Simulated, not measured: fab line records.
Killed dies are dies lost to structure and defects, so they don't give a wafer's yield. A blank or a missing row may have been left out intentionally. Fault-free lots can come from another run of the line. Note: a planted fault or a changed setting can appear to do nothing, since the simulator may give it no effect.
Matching of chambers || flow n5_finfet || N5_BEOL_M0_SAQP_ETCH_49 on rie_diel-04 has 4 sister chambers
The step etches SiO2 in CF4/O2, target depth 37 nm. 22 wafers are shown with their chamber, then 11 later ones without.

== WAFERS WITH THEIR CHAMBER ==
{"wafer": "L076.1", "chamber": 2, "drypump_motor_current_A (A)": 5.76, "throttle_valve_pct (%)": 15.92, "rf_vpp_V (V)": 238.5}
{"wafer": "L076.2", "chamber": 0, "drypump_motor_current_A (A)": 5.70, "throttle_valve_pct (%)": 16.17, "rf_vpp_V (V)": 246.7}
{"wafer": "L076.5", "chamber": 2, "drypump_motor_current_A (A)": 5.74, "throttle_valve_pct (%)": 15.91, "rf_vpp_V (V)": 238.1}
{"wafer": "L079.1", "chamber": 3, "drypump_motor_current_A (A)": 5.50, "throttle_valve_pct (%)": 16.19, "rf_vpp_V (V)": 243.5}
{"wafer": "L079.3", "chamber": 2, "drypump_motor_current_A (A)": 5.73, "throttle_valve_pct (%)": 15.91, "rf_vpp_V (V)": 240.4}
{"wafer": "L079.5", "chamber": 2, "drypump_motor_current_A (A)": 5.75, "throttle_valve_pct (%)": 15.90, "rf_vpp_V (V)": 240.2}
{"wafer": "L084.2", "chamber": 2, "drypump_motor_current_A (A)": 5.76, "throttle_valve_pct (%)": 15.92, "rf_vpp_V (V)": 239.3}
{"wafer": "L084.5", "chamber": 3, "drypump_motor_current_A (A)": 5.50, "throttle_valve_pct (%)": 16.20, "rf_vpp_V (V)": 244.6}
{"wafer": "L084.6", "chamber": 2, "drypump_motor_current_A (A)": 5.77, "throttle_valve_pct (%)": 15.92, "rf_vpp_V (V)": 237.3}
{"wafer": "L085.1", "chamber": 1, "drypump_motor_current_A (A)": 5.91, "throttle_valve_pct (%)": 15.83, "rf_vpp_V (V)": 244.5}
{"wafer": "L085.2", "chamber": 3, "drypump_motor_current_A (A)": 5.50, "throttle_valve_pct (%)": 16.20, "rf_vpp_V (V)": 244.8}
{"wafer": "L085.3", "chamber": 0, "drypump_motor_current_A (A)": 5.67, "throttle_valve_pct (%)": 16.21, "rf_vpp_V (V)": 244.3}
{"wafer": "L085.4", "chamber": 2, "drypump_motor_current_A (A)": 5.75, "throttle_valve_pct (%)": 15.94, "rf_vpp_V (V)": 238.8}
{"wafer": "L085.5", "chamber": 1, "drypump_motor_current_A (A)": 5.92, "throttle_valve_pct (%)": 15.82, "rf_vpp_V (V)": 244.9}
{"wafer": "L085.6", "chamber": 2, "drypump_motor_current_A (A)": 5.75, "throttle_valve_pct (%)": 15.92, "rf_vpp_V (V)": 241.5}
{"wafer": "L088.1", "chamber": 0, "drypump_motor_current_A (A)": 5.69, "throttle_valve_pct (%)": 16.20, "rf_vpp_V (V)": 242.8}
{"wafer": "L088.2", "chamber": 3, "drypump_motor_current_A (A)": 5.49, "throttle_valve_pct (%)": 16.20, "rf_vpp_V (V)": 243.2}
{"wafer": "L088.3", "chamber": 1, "drypump_motor_current_A (A)": 5.94, "throttle_valve_pct (%)": 15.82, "rf_vpp_V (V)": 243.4}
{"wafer": "L090.1", "chamber": 3, "drypump_motor_current_A (A)": 5.53, "throttle_valve_pct (%)": 16.20, "rf_vpp_V (V)": 244.1}
{"wafer": "L090.2", "chamber": 2, "drypump_motor_current_A (A)": 5.77, "throttle_valve_pct (%)": 15.46, "rf_vpp_V (V)": 239.0}
{"wafer": "L090.3", "chamber": 1, "drypump_motor_current_A (A)": 5.91, "throttle_valve_pct (%)": 15.83, "rf_vpp_V (V)": 244.3}
{"wafer": "L090.4", "chamber": 0, "drypump_motor_current_A (A)": 5.69, "throttle_valve_pct (%)": 16.21, "rf_vpp_V (V)": 245.7}

SIGNATURES, as means of the wafers listed above
{"reading": "drypump_motor_current_A", "chamber 0": 5.6875, "chamber 1": 5.9200, "chamber 2": 5.7533, "chamber 3": 5.5040, "scatter within a chamber": 0.0137}
{"reading": "throttle_valve_pct", "chamber 0": 16.1975, "chamber 1": 15.8250, "chamber 2": 15.8667, "chamber 3": 16.1980, "scatter within a chamber": 0.102}
{"reading": "rf_vpp_V", "chamber 0": 244.875, "chamber 1": 244.275, "chamber 2": 239.233, "chamber 3": 244.040, "scatter within a chamber": 1.18}
Rule: for a wafer and a chamber, the distance is found by dividing, reading by reading, the gap between the wafer's reading and the chamber's mean by the reading's scatter, squaring, summing and taking the root. The wafer belongs to the nearest chamber; if the next one is less than 2 further off, it can't be placed. The scatter: the root of (the sum of the squares of (reading less its chamber's mean) over the shown wafers, divided by (wafers less chambers)).

== WAFERS WITHOUT THEIR CHAMBER ==
{"wafer": "L090.5", "drypump_motor_current_A (A)": 5.71, "throttle_valve_pct (%)": 16.21, "rf_vpp_V (V)": 244.1}
{"wafer": "L090.6", "drypump_motor_current_A (A)": 5.48, "throttle_valve_pct (%)": 16.21, "rf_vpp_V (V)": 245.4}
{"wafer": "L092.1", "drypump_motor_current_A (A)": 5.51, "throttle_valve_pct (%)": 16.21, "rf_vpp_V (V)": 243.4}
{"wafer": "L092.3", "drypump_motor_current_A (A)": 5.96, "throttle_valve_pct (%)": 15.83, "rf_vpp_V (V)": 244.6}
{"wafer": "L092.5", "drypump_motor_current_A (A)": 5.50, "throttle_valve_pct (%)": 16.22, "rf_vpp_V (V)": 244.2}
{"wafer": "L093.2", "drypump_motor_current_A (A)": 5.70, "throttle_valve_pct (%)": 16.21, "rf_vpp_V (V)": 244.5}
{"wafer": "L093.3", "drypump_motor_current_A (A)": 5.52, "throttle_valve_pct (%)": 16.23, "rf_vpp_V (V)": 244.3}
{"wafer": "L093.6", "drypump_motor_current_A (A)": 5.78, "throttle_valve_pct (%)": 15.48, "rf_vpp_V (V)": 240.5}
{"wafer": "L097.2", "drypump_motor_current_A (A)": 5.91, "throttle_valve_pct (%)": 15.84, "rf_vpp_V (V)": 243.1}
{"wafer": "L097.3", "drypump_motor_current_A (A)": 5.50, "throttle_valve_pct (%)": 16.22, "rf_vpp_V (V)": 244.5}
{"wafer": "L097.6", "drypump_motor_current_A (A)": 5.91, "throttle_valve_pct (%)": 15.85, "rf_vpp_V (V)": 245.1}

== CHAMBER TAKEN BY EACH ==
{"wafer": "L090.5", "from the rows above": 0, "in truth": 0}
{"wafer": "L090.6", "from the rows above": 3, "in truth": 3}
{"wafer": "L092.1", "from the rows above": 3, "in truth": 3}
{"wafer": "L092.3", "from the rows above": 1, "in truth": 1}
{"wafer": "L092.5", "from the rows above": 3, "in truth": 3}
{"wafer": "L093.2", "from the rows above": 0, "in truth": 0}
{"wafer": "L093.3", "from the rows above": 3, "in truth": 3}
{"wafer": "L093.6", "from the rows above": 2, "in truth": 2}
{"wafer": "L097.2", "from the rows above": 1, "in truth": 1}
{"wafer": "L097.3", "from the rows above": 3, "in truth": 3}
{"wafer": "L097.6", "from the rows above": 1, "in truth": 1}
Placed correctly: 11 of 11. From these rows, 0 cannot be placed. 0 placed wrongly.
